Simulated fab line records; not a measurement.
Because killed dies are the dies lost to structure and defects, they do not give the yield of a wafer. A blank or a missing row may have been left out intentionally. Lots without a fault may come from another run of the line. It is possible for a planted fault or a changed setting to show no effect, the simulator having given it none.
fab line records -- flow n5Finfet
record: lots: 10, wafers: 29, lastDay: 18
route steps=1938 shown BEOL_M4@1111 BEOL_M14@1732 PASSIVATION@1936
lots with no fault: from the same line, run without faults
startH: the number of hours between the record's first day and the start of the first shown wafer of the lot -- waitH: time in hours since the lot's previous step -- " same as the row above -- L1.1+2: several wafers, shown together as one row -- - no value present, or no start provided -- * or withheld: withheld -- < > ~ a bound
route shown NAME@n: a module of which the file shows steps, and the number in the route of the first -- usual: mean/standard deviation of fault-free wafers -- same: alike in all rows -- chamber/n: place in a boat -- sites: per-site readings -- _std_site: how widely they spread, as a standard deviation -- _edge_site: mean of outer sites minus mean of inner sites -- radiusMm: how far each site lies from the wafer's centre -- mask NAME#n: copy n -- behind: the tool/chamber that last shaped the wafer -- hold: why the lot went on hold/how many hours it stayed there/how the hold came to an end -- device: whichever transistor did not switch (one of n, p or np) -- end of line: the route-end tests of the same wafers -- step lacking rows: just its recipe -- killed: dies that structure and defects cost at the first sort, which is not the same as the wafer's yield -- map: the dies of a wafer, with x for killed, . for not killed, _ for no die there
set.NAME: setting as actually run; set.NAME@STEP: the setting as run at that earlier step -- model.NAME: the simulator's own value behind a step, which no gauge read
one table for each step of the route and one row for each wafer, over a sample of lots
services: a tool's chamber out of use, with start hour (startH, from the record's first day; less than 0 if before it), hours out, and reason
== steps ==
step: N5_BEOL_M4_RC_MEAS_101
usual: DIBL_N: 36.5/1.8, DIBL_P: 36.5/2.1, IOFF_N: 0.17/0.031, IOFF_P: 0.22/0.036, ION_N: 677/11, ION_P: 463/8, SS_N: 71.6/0.61, SS_P: 73.3/0.63, VT_N: 249/3.1, VT_P: -250/3.3
lot.wafer,tool,chamber,startH,waitH,DIBL_N[mV/V],DIBL_P[mV/V],IOFF_N[nA/um],IOFF_P[nA/um],ION_N[uA/um],ION_P[uA/um],SS_N[mV/dec],SS_P[mV/dec],VT_N[mV],VT_P[mV]
L479.1,prober-01,0,211.96,0.0,36.8,35.8,0.16,0.21,675,460,71.4,73.3,248,-249
L479.3,prober-01,0,211.96,0.0,33.8,32.8,0.12,0.16,673,459,71.0,72.4,251,-254
L479.5,prober-01,0,211.96,0.0,35.6,34.7,0.15,0.19,670,461,71.0,72.5,249,-248
L478.1,prober-02,0,212.25,0.0,35.0,35.6,0.13,0.19,667,465,70.8,73.1,249,-251
L478.4,prober-02,0,212.25,0.0,35.7,36.2,0.15,0.20,678,467,71.3,73.9,249,-253
L478.5,prober-02,0,212.25,0.0,33.9,34.9,0.13,0.18,675,463,70.9,72.5,251,-251
L481.2,prober-01,0,219.91,0.2,35.8,36.4,0.17,0.23,672,466,71.5,73.6,248,-248
L481.3,prober-01,0,219.91,0.2,34.3,34.1,0.15,0.21,671,465,70.8,72.8,246,-248
L481.5,prober-01,0,219.91,0.2,36.0,36.2,0.17,0.24,672,467,71.8,74.1,248,-245
L482.1,prober-01,0,236.67,0.0,36.4,35.0,0.18,0.20,679,454,71.9,72.7,246,-252
L482.3,prober-01,0,236.67,0.0,38.2,36.7,0.20,0.22,675,452,72.8,73.5,248,-250
L482.6,prober-01,0,236.67,0.0,37.4,35.6,0.20,0.21,672,452,71.6,73.1,246,-252
L486.3,prober-01,0,252.93,0.3,35.1,35.0,0.14,0.20,675,470,71.0,72.8,250,-250
L486.4,prober-01,0,252.93,0.3,37.4,38.1,0.18,0.25,676,462,71.0,73.8,248,-248
L486.6,prober-01,0,252.93,0.3,35.0,35.1,0.14,0.21,684,471,71.4,72.9,249,-249
L488.2,prober-01,0,271.61,0.2,36.3,36.7,0.15,0.20,667,456,71.2,72.9,251,-250
L488.4,prober-01,0,271.61,0.2,35.7,34.7,0.13,0.17,663,460,70.9,72.3,252,-252
L488.6,prober-01,0,271.61,0.2,38.1,38.7,0.18,0.23,690,463,71.9,73.2,249,-249
L492.1,prober-01,0,306.24,0.0,35.3,37.2,0.15,0.20,679,467,70.5,73.8,250,-252
L492.2,prober-01,0,306.24,0.0,34.3,35.6,0.13,0.18,677,464,71.4,73.4,251,-252
L492.6,prober-01,0,306.24,0.0,34.7,36.1,0.14,0.19,675,465,71.3,73.8,250,-250
L493.1,prober-02,0,309.07,0.0,33.1,32.2,0.11,0.17,649,458,70.5,72.9,253,-252
L493.3,prober-02,0,309.07,0.0,36.2,36.9,0.17,0.22,664,463,72.0,72.4,251,-249
L494.1,prober-02,0,312.77,0.0,36.9,37.0,0.17,0.25,673,465,71.8,73.1,247,-246
L494.2,prober-02,0,312.77,0.0,38.9,39.9,0.21,0.29,687,476,72.7,73.8,247,-243
L494.3,prober-02,0,312.77,0.0,35.3,35.8,0.16,0.22,683,472,71.2,72.8,250,-248
L495.2,prober-01,0,335.20,0.2,37.0,35.4,0.15,0.20,662,456,72.7,72.6,253,-251
L495.4,prober-01,0,335.20,0.2,40.1,39.8,0.20,0.28,673,465,72.6,74.4,251,-245
L495.6,prober-01,0,335.20,0.2,38.5,38.1,0.18,0.25,667,461,71.9,73.8,248,-247
step: N5_BEOL_M14_STRIP_63
recipe: chemistry: O2, powerW: 600, tempC: 60, pressureMtorr: 30, rfFrequencyHz: 6e+07, biasPowerW: 0, overashFraction: 0.3, o2FlowSccm: 225
usual: chamberPressureMTorr: 30.00/0.049, drypumpMotorCurrentA: 5.8/0.43, oesProductAu: 0.81/0.086, rfVppV: 3.6/0.88, showerheadPlenumPTorr: 2.12/0.071, throttleValvePct: 16.61/0.24
same: biasPowerW: 0
lot.wafer,tool,chamber,startH,waitH,chamberPressureMTorr,drypumpMotorCurrentA,oesProductAu,rfHoursCounterH,rfVppV,showerheadPlenumPTorr,throttleValvePct
L479.1,rieDiel-05,2,-,-,29.97,5.1,0.84,57,4.2,2.20,16.18
L479.3,rieDiel-05,1,-,-,30.03,5.6,0.67,246,4.5,1.96,16.65
L479.5,rieDiel-05,0,-,-,30.03,6.6,0.77,-,2.8,2.18,16.73
L478.1,rieDiel-05,1,-,-,29.94,5.6,0.68,249,4.5,1.96,16.68
L478.4,rieDiel-05,1,-,-,30.06,5.6,0.68,-,5.9,1.96,16.65
L478.5,rieDiel-05,2,-,-,30.01,5.1,0.84,-,4.1,2.20,16.17
L481.2,rieDiel-04,2,-,-,29.98,5.5,0.69,225,2.6,2.01,16.84
L481.3,rieDiel-04,0,-,-,29.99,6.4,0.89,26,2.7,2.14,16.86
L481.5,rieDiel-04,3,-,-,30.07,5.7,0.88,-,3.5,2.15,16.60
L482.1,rieDiel-04,3,-,-,29.96,5.7,0.88,38,2.7,2.15,16.64
L482.3,rieDiel-04,2,-,-,29.98,5.5,0.69,231,3.7,2.00,16.83
L482.6,rieDiel-04,3,-,-,30.04,5.7,0.85,-,4.6,2.15,16.64
L486.3,rieDiel-05,3,-,-,30.01,5.7,0.94,9,5.1,2.08,16.37
L486.4,rieDiel-05,2,-,-,30.09,5.1,0.81,74,1.8,2.19,16.20
L486.6,rieDiel-05,3,-,-,29.92,5.7,0.95,-,4.7,2.08,16.42
L488.2,rieDiel-04,3,-,-,29.93,5.7,0.84,53,3.1,2.15,16.64
L488.4,rieDiel-04,2,-,-,30.14,5.5,0.67,245,2.8,2.00,16.91
L488.6,rieDiel-04,2,-,-,29.98,5.5,0.68,-,3.7,2.00,16.85
L494.1,rieDiel-04,0,-,-,29.95,6.4,0.86,56,3.3,2.13,16.95
L494.2,rieDiel-04,3,-,-,29.99,5.7,0.83,63,4.9,2.14,16.67
L494.3,rieDiel-04,1,-,-,29.98,6.1,0.77,134,3.2,2.09,16.51
L492.1,rieDiel-03,1,-,-,29.99,5.7,0.75,111,2.6,2.10,16.75
L492.2,rieDiel-03,2,-,-,29.98,5.8,0.86,52,4.1,2.21,16.35
L492.6,rieDiel-03,2,-,-,29.96,5.9,0.85,-,4.3,2.22,16.30
L493.1,rieDiel-05,3,-,-,29.92,5.7,0.90,33,2.8,2.07,16.45
L493.3,rieDiel-05,1,-,-,29.94,5.6,0.91,21,2.5,2.21,16.28
L495.2,rieDiel-05,3,-,-,29.94,5.7,0.90,35,2.4,2.07,16.47
L495.4,rieDiel-05,0,-,-,30.02,6.6,0.74,187,2.5,2.16,16.79
L495.6,rieDiel-05,3,-,-,30.00,5.7,0.90,-,4.8,2.07,16.43
step: N5_BEOL_M14_OCD_MEAS_35
usual: trenchDepthNm: 554/13
lot.wafer,tool,chamber,startH,waitH,trenchDepthNm
L479.1,ocd-01,-,288.23,0.0,562
L479.3,ocd-01,-,288.23,0.0,545
L479.5,ocd-01,-,288.23,0.0,562
L478.1,ocd-02,-,294.01,0.0,556
L478.4,ocd-02,-,294.01,0.0,532
L478.5,ocd-02,-,294.01,0.0,557
L481.2,ocd-02,-,295.36,0.0,546
L481.3,ocd-02,-,295.36,0.0,551
L481.5,ocd-02,-,295.36,0.0,554
L482.1,ocd-02,-,313.33,0.0,572
L482.3,ocd-02,-,313.33,0.0,541
L482.6,ocd-02,-,313.33,0.0,571
L486.3,ocd-02,-,333.80,1.0,556
L486.4,ocd-02,-,333.80,1.0,563
L486.6,ocd-02,-,333.80,1.0,553
L488.2,ocd-02,-,355.30,0.0,549
L488.4,ocd-02,-,355.30,0.0,547
L488.6,ocd-02,-,355.30,0.0,574
L494.1,ocd-02,-,385.18,0.0,559
L494.2,ocd-02,-,385.18,0.0,544
L494.3,ocd-02,-,385.18,0.0,552
L492.1,ocd-01,-,396.44,0.0,547
L492.2,ocd-01,-,396.44,0.0,574
L492.6,ocd-01,-,396.44,0.0,535
L493.1,ocd-01,-,399.06,0.0,559
L493.3,ocd-01,-,399.06,0.0,552
L495.2,ocd-02,-,410.22,0.0,543
L495.4,ocd-02,-,410.22,0.0,548
L495.6,ocd-02,-,410.22,0.0,544
step: N5_BEOL_M14_STRIP_37
recipe: chemistry: O2, powerW: 600, tempC: 60, pressureMtorr: 30, rfFrequencyHz: 6e+07, biasPowerW: 0, overashFraction: 0.3, o2FlowSccm: 225
usual: biasPowerW: 0/0, chamberPressureMTorr: 30.00/0.079, drypumpMotorCurrentA: 5.8/0.42, oesProductAu: 0.82/0.086, rfVppV: 3.6/1, showerheadPlenumPTorr: 2.12/0.073, throttleValvePct: 16.59/0.25
lot.wafer,tool,chamber,startH,waitH,biasPowerW,chamberPressureMTorr,drypumpMotorCurrentA,oesProductAu,rfHoursCounterH,rfVppV,showerheadPlenumPTorr,throttleValvePct
L479.1,rieDiel-03,0,292.35,4.1,-,-,-,-,-,-,-,-
L479.3,rieDiel-03,1,292.35,4.1,-,-,-,-,-,-,-,-
L479.5,rieDiel-03,0,292.35,4.1,-,-,-,-,-,-,-,-
L481.2,rieDiel-04,2,295.62,0.3,-,-,-,-,-,-,-,-
L481.3,rieDiel-04,0,295.62,0.3,-,-,-,-,-,-,-,-
L481.5,rieDiel-04,3,295.62,0.3,-,-,-,-,-,-,-,-
L478.1,rieDiel-05,0,295.66,1.7,-,-,-,-,-,-,-,-
L478.4,rieDiel-05,1,295.66,1.7,-,-,-,-,-,-,-,-
L478.5,rieDiel-05,2,295.66,1.7,-,-,-,-,-,-,-,-
L482.1,rieDiel-05,0,318.32,5.0,0,30.10,6.6,0.74,158,2.6,2.18,16.78
L482.3,rieDiel-05,3,318.32,5.0,0,29.90,5.7,0.98,6,5.1,2.08,16.39
L482.6,rieDiel-05,3,318.32,5.0,0,29.94,5.7,0.98,-,2.8,2.08,16.41
L486.3,rieDiel-04,1,335.77,2.0,0,29.97,6.1,0.78,118,3.1,2.09,16.51
L486.4,rieDiel-04,2,335.77,2.0,0,29.98,5.4,0.67,239,3.2,2.00,16.84
L486.6,rieDiel-04,3,335.77,2.0,0,30.03,5.7,0.87,-,3.0,2.15,16.67
L488.2,rieDiel-03,2,356.51,1.2,0,29.96,5.9,0.87,40,2.9,2.22,16.29
L488.4,rieDiel-03,1,356.51,1.2,0,30.61,5.7,0.76,100,2.4,2.10,16.73
L488.6,rieDiel-03,3,356.51,1.2,0,30.06,5.5,0.82,-,3.9,2.05,16.82
L494.1,rieDiel-04,2,385.30,0.1,0,30.01,5.4,1.02,0,4.7,2.26,16.41
L494.2,rieDiel-04,1,385.30,0.1,0,29.89,6.1,0.77,135,4.5,2.09,16.54
L494.3,rieDiel-04,0,385.30,0.1,0,30.00,6.4,0.84,56,2.9,2.13,16.94
L492.1,rieDiel-04,1,396.76,0.3,0,29.88,6.1,0.78,138,2.7,2.09,16.54
L492.2,rieDiel-04,2,396.76,0.3,0,30.02,5.5,0.97,5,3.4,2.26,16.41
L492.6,rieDiel-04,0,396.76,0.3,0,30.05,6.4,0.85,-,2.1,2.13,16.95
L493.1,rieDiel-05,0,400.74,1.7,0,29.98,6.6,0.73,185,3.3,2.16,16.83
L493.3,rieDiel-05,2,400.74,1.7,0,29.94,5.1,0.80,95,4.0,2.18,16.25
L495.2,rieDiel-03,1,417.65,7.4,0,29.94,5.8,0.76,117,4.7,2.09,16.80
L495.4,rieDiel-03,0,417.65,7.4,0,30.02,5.8,0.86,48,4.8,2.15,16.20
L495.6,rieDiel-03,3,417.65,7.4,0,29.91,5.5,0.80,-,2.4,2.05,16.84
step: N5_PASSIVATION_PROBE_49
usual: defectLimitedYield: 91.4/1.5, killed_at_M0_to_M3: 35/11, killed_at_M4_up: 16/7, killedAtContacts: 11/5.3, killedAtFrontEnd: 37/11, killedAtOther: 3.1/2.8, killedDies: 102/18, killedOnRim: 13/3.7, killedOpen: 69/15, killedShort: 31/7.8, sort_bin_5_function: 5.1/1.1, sort_bin_6_memory: 3.2/0.69, sortNPass: 1078/18, sortYieldPct: 91.4/1.5
same: grossDies: 1180, killedAtBackSide: 0, sort_bin_4_leakage[%]: 0, sort_bin_8_speed[%]: 0
lot.wafer,tool,chamber,startH,waitH,defectLimitedYield[%],killed_at_M0_to_M3,killed_at_M4_up,killedAtContacts,killedAtFrontEnd,killedAtOther,killedDies,killedOnRim,killedOpen,killedShort,sort_bin_5_function[%],sort_bin_6_memory[%],sortNPass,sortYieldPct[%]
L479.1,prober-01,-,313.43,0.0,0,56,1080,11,31,2,1180,152,59,47,96.5,3.1,0,0
L479.3,prober-01,-,313.53,0.1,0,64,1056,17,43,0,1180,152,90,51,94.9,4.6,0,0
L479.5,prober-01,-,313.63,0.2,0,42,1095,11,30,2,1180,152,62,34,96.5,3.4,0,0
L478.1,prober-02,-,318.08,0.0,0,33,1109,7,31,0,1180,152,55,22,97.5,2.4,0,0
L478.4,prober-02,-,318.23,0.2,0,34,1115,8,23,0,1180,152,39,32,97.7,2.0,0,0
L478.5,prober-02,-,318.28,0.2,0,27,1099,17,35,2,1180,152,58,27,97.1,2.5,0,0
L481.2,prober-01,-,318.90,0.1,0,14,1123,13,30,0,1180,152,55,20,97.0,2.9,0,0
L481.3,prober-01,-,318.95,0.1,0,25,1103,17,31,4,1180,152,60,32,96.1,3.7,0,0
L481.5,prober-01,-,319.05,0.2,0,33,1096,15,34,2,1180,152,65,25,96.8,3.1,0,0
killed by level:class
L479.1 BEOL_M14:areaSputter=1074 BEOL_M0_SAQP:geometricParticle:short=22 BEOL_M0_SAQP:geometricParticle:open=18 MOL_CONTACT_COAG:geometricParticle:open=9 BEOL_M1:geometricParticle:open=6 GATE_CUT:geometricParticle:short=5 FIN_SAQP:geometricParticle:open=4 FIN_SAQP:geometricParticle:short=4
L479.3 BEOL_M14:areaSputter=1035 BEOL_M0_SAQP:geometricParticle:open=30 BEOL_M0_SAQP:geometricParticle:short=27 FIN_SAQP:geometricParticle:open=18 MOL_CONTACT_COAG:geometricParticle:open=13 FIN_SAQP:geometricParticle:short=9 BEOL_M4:geometricParticle:open=8 DUMMY_GATE:geometricParticle:open=5
L479.5 BEOL_M14:areaSputter=1083 BEOL_M0_SAQP:geometricParticle:open=15 BEOL_M0_SAQP:geometricParticle:short=14 MOL_CONTACT_COAG:geometricParticle:open=9 FIN_SAQP:geometricParticle:open=6 BEOL_M4:geometricParticle:open=6 DUMMY_GATE:geometricParticle:open=5 BEOL_M1:geometricParticle:open=5
L478.1 BEOL_M14:areaSputter=1102 STI_FIN_REVEAL:geometricParticle:open=9 MOL_CONTACT_COAG:geometricParticle:open=7 BEOL_M0_SAQP:geometricParticle:short=7 BEOL_M0_SAQP:geometricParticle:open=7 BEOL_M2:geometricParticle:open=6 FIN_SAQP:geometricParticle:short=5 BEOL_M3:geometricParticle:open=5
L478.4 BEOL_M14:areaSputter=1109 BEOL_M0_SAQP:geometricParticle:short=8 BEOL_M2:geometricParticle:open=7 FIN_SAQP:geometricParticle:short=6 MOL_CONTACT_COAG:geometricParticle:open=6 DUMMY_GATE:geometricParticle:open=4 BEOL_M1:geometricParticle:open=4 BEOL_M0_SAQP:geometricParticle:open=3
L478.5 BEOL_M14:areaSputter=1095 MOL_CONTACT_COAG:geometricParticle:open=13 STI_FIN_REVEAL:geometricParticle:open=12 DUMMY_GATE:geometricParticle:open=8 BEOL_M0_SAQP:geometricParticle:short=8 FIN_SAQP:geometricParticle:open=5 BEOL_M1:geometricParticle:open=5 BEOL_M2:geometricParticle:open=4
L481.2 BEOL_M14:areaSputter=1101 STI_FIN_REVEAL:geometricParticle:open=10 MOL_CONTACT_COAG:geometricParticle:open=10 BEOL_M4:geometricParticle:short=8 BEOL_M4:geometricParticle:open=6 DUMMY_GATE:geometricParticle:open=5 BEOL_M0_SAQP:geometricParticle:open=5 BEOL_M5:geometricParticle:open=5
L481.3 BEOL_M14:areaSputter=1085 MOL_CONTACT_COAG:geometricParticle:open=14 BEOL_M4:geometricParticle:open=8 BEOL_M0_SAQP:geometricParticle:short=7 FIN_SAQP:geometricParticle:open=6 BEOL_M1:geometricParticle:open=5 STI_FIN_REVEAL:geometricParticle:open=4 ILD0:geometricParticle:open=4
L481.5 BEOL_M14:areaSputter=1086 MOL_CONTACT_COAG:geometricParticle:open=11 STI_FIN_REVEAL:geometricParticle:open=9 BEOL_M1:geometricParticle:open=8 BEOL_M2:geometricParticle:open=8 GATE_CUT:geometricParticle:open=7 GATE_CUT:geometricParticle:short=5 FIN_SAQP:geometricParticle:open=4
== services ==
tool,chamber,startH,hours,kind
rieDiel-03,0,267.43,-,clean
rieDiel-04,1,270.31,3.5,repair
rieDiel-05,3,283.27,-,clean
rieDiel-05,3,283.27,-,consumableReplace:focusRing
rieDiel-05,3,283.27,22.0,scheduledDown
rieDiel-05,3,283.27,22.0,ventCycle
rieDiel-03,2,283.29,16.3,repair
rieDiel-05,1,305.30,-,clean
rieDiel-05,1,305.30,-,consumableReplace:focusRing
rieDiel-05,1,305.30,-,consumableReplace:showerhead
rieDiel-05,1,305.30,22.2,scheduledDown
rieDiel-05,1,305.30,22.2,ventCycle
rieDiel-05,2,309.40,3.4,repair
rieDiel-05,3,320.86,5.4,repair
rieDiel-03,1,344.53,6.7,repair
rieDiel-04,0,355.13,2.6,repair
rieDiel-04,2,368.35,-,clean
rieDiel-04,2,368.35,-,consumableReplace:focusRing
rieDiel-04,2,368.35,-,consumableReplace:showerhead
rieDiel-04,2,368.35,16.0,scheduledDown
rieDiel-04,2,368.35,16.0,ventCycle
rieDiel-05,1,376.36,4.9,repair
rieDiel-04,0,406.67,2.9,repair
rieDiel-05,3,417.28,12.7,repair
== key ==
firstSign: step: N5_BEOL_M14_STRIP_37, reading: toolRecord, direction: missing
effect: step: N5_PASSIVATION_PROBE_49, reading: killed_at_M4_up, direction: up, sigmas: 99+, usual: 16, struck: 1097
moreKillsBornAt: N5_BEOL_M14_SPUTTER_43@pvdSputter-01: 3306, N5_BEOL_M14_SPUTTER_43@pvdSputter-03: 3272, N5_BEOL_M14_SPUTTER_43@pvdSputter-02: 3192
metAt N5_BEOL_M14_STRIP_37
struckLots L478,L479,L481
laterRowsLeftOut L478.1,L478.4,L478.5,L479.1,L479.3,L479.5,L481.2,L481.3,L481.5
notActingAt N5_BEOL_M14_STRIP_63,N5_BEOL_M14_OCD_MEAS_35
fault: kind: skippedStepWhole, tool: rieDiel-03,rieDiel-04,rieDiel-05, chamber: -, onsetH: 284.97, steps: N5_BEOL_M14_STRIP_37, scope: struckLotsOnly
laterRowsLeftOut: the simulator's readings of these wafers behind a module that went badly wrong aren't trusted and aren't shown, but for the sort
